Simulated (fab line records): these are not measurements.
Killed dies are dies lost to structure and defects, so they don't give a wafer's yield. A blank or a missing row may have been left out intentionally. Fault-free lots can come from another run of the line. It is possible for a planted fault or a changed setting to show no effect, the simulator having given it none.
Comparing a struck lot with a sound one ; flow n5 finfet ; 16 out of 1938 route steps
Sound: wafers L476.2, L476.3, L476.6. Wafers L468.3, L468.6 were the ones struck. The cause is named last.
For every step that has rows: the tool of each side, followed by ch and its chambers, followed by its first start. Under that, the readings that differ: sound wafers ; struck wafers ; difference of the means ; sigmas: that difference in standard deviations of wafers without a fault.
alike: words and numbers the same on both sides, and readings whose means are apart by under 2 such deviations; not compared: readings that were withheld, readings missing a value for some wafer, numbers with overlapping values and no deviation given by the record, and bounds like >300 which may hide the same value.
A row with sigmas, a row that says differs or no value, or rows on one side alone: a step with any of these is where the two part. Non-overlapping numbers with no deviation appear without sigmas and do not part them. A reading missing from all wafers of one side parts the sides only when that side holds two or more wafers.

first, 7 steps without rows for these wafers: N5_MIM_BOT_LITHO_COAT_02; N5_MIM_BOT_LITHO_EBR_04; N5_MIM_BOT_LITHO_SOFTBAKE_03 (time 90 s); N5_MIM_BOT_LITHO_EXPOSE_05 (exposes mask MIM BOT); N5_MIM_BOT_LITHO_PEB_06; N5_MIM_BOT_LITHO_DEVELOP_07 (develop time 60 s); N5_MIM_BOT_LITHO_HARDBAKE_09 (time 120 s).
N5_MIM_BOT_LITHO_CD_MEAS_08 targets a cd of 3000 nm.
  sound on cd sem-01 ch 0, day 16 16:46; struck on cd sem-03 ch 0, day 14 15:55
  alike: cd nm
N5_MIM_BOT_LITHO_OVL_MEAS_11:
  sound on overlay-01 ch 0, day 16 16:47; struck on overlay-02 ch 0, day 14 15:56
  alike: MIM_BOT_OVL
N5_MIM_BOT_LITHO_INSPECT_12: inspects for defects (macro).
  struck on defect inspect-01, day 14 15:58; sound on defect inspect-02, day 16 16:49
  alike: raw defect count
N5_MIM_BOT_LITHO_DESCUM_10: chemistry O2, time 7.9 s.
  sound on rie diel-01 ch 1,2, day 16 16:51; struck on rie diel-06 ch 1,3, day 14 15:59
  alike: drypump motor current A, oes product au, rf vpp V, showerhead plenum p Torr, throttle valve pct
  not compared: rf hours counter h
N5_MIM_BOT_ETCH_ETCH_04: etches SiNx in CF4/O2, target depth 26 nm, time 13 s.
  sound on rie diel-01 ch 1,2, day 16 16:55; struck on rie diel-06 ch 1,3, day 14 16:04
  alike: bias w, drypump motor current A, oes_f_703_au, oes_o_777_au, oes product au, rf vpp V, showerhead plenum p Torr, throttle valve pct
  not compared: rf hours counter h
N5_MIM_BOT_ETCH_ETCH_03: etches the open film in Cl2/BCl3, target depth 12 nm.
  sound on rie metal-01 ch 0,1, day 16 17:00; struck on rie metal-02 ch 0,1, day 14 16:11
reading;sound;struck;difference;sigmas
bias w (W);99.98 99.70 99.30;100.34 100.11;+0.56;+2
oes product au (a.u.);0.73 0.72 0.73;0.94 0.97;+0.23;+5
model.etch.depth nm (nm);11.84 11.77 12.02;17.44 17.58;+5.63;
model.MIM_BOT_ETCH.cd offset nm (nm);0.2 0.2 -0.4;-2.4 -2.6;-2.5;
  alike: drypump motor current A, he backside leak sccm, throttle valve pct
  not compared: rf hours counter h, model.coat_of_MIM_BOT_LITHO_COAT_02.thk nm
N5_MIM_BOT_ETCH_ETCH_00: etches TiN in Cl2/BCl3, target depth 45.5 nm.
  sound on rie metal-01 ch 0,1, day 16 17:05; struck on rie metal-02 ch 0,1, day 14 16:17
reading;sound;struck;difference;sigmas
model.MIM_BOT_ETCH.cd offset nm (nm);0.2 0.2 -0.2;-2.4 -2.6;-2.6;
  alike: bias w, drypump motor current A, he backside leak sccm, oes product au, throttle valve pct
  not compared: rf hours counter h, model.coat_of_MIM_BOT_LITHO_COAT_02.thk nm
N5_MIM_BOT_ETCH_STRIP_01: strips in O2.
  sound on rie diel-06 ch 0,3, day 16 17:14; struck on rie diel-06 ch 2,3, day 14 16:23
  alike: drypump motor current A, oes product au, rf vpp V, showerhead plenum p Torr, throttle valve pct
  not compared: rf hours counter h
N5_PASSIVATION_PROBE_49:
  the record holds rows for the sound wafers here (prober-02, day 17 01:24) but none for the struck ones

WHERE THEY PART
At N5_MIM_BOT_ETCH_ETCH_03 first; at N5_PASSIVATION_PROBE_49 last (within this record only).

WHY: the cause the simulator had injected
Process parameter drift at N5_MIM_BOT_ETCH_ETCH_03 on rie metal-02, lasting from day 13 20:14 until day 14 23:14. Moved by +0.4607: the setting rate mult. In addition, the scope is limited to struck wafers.
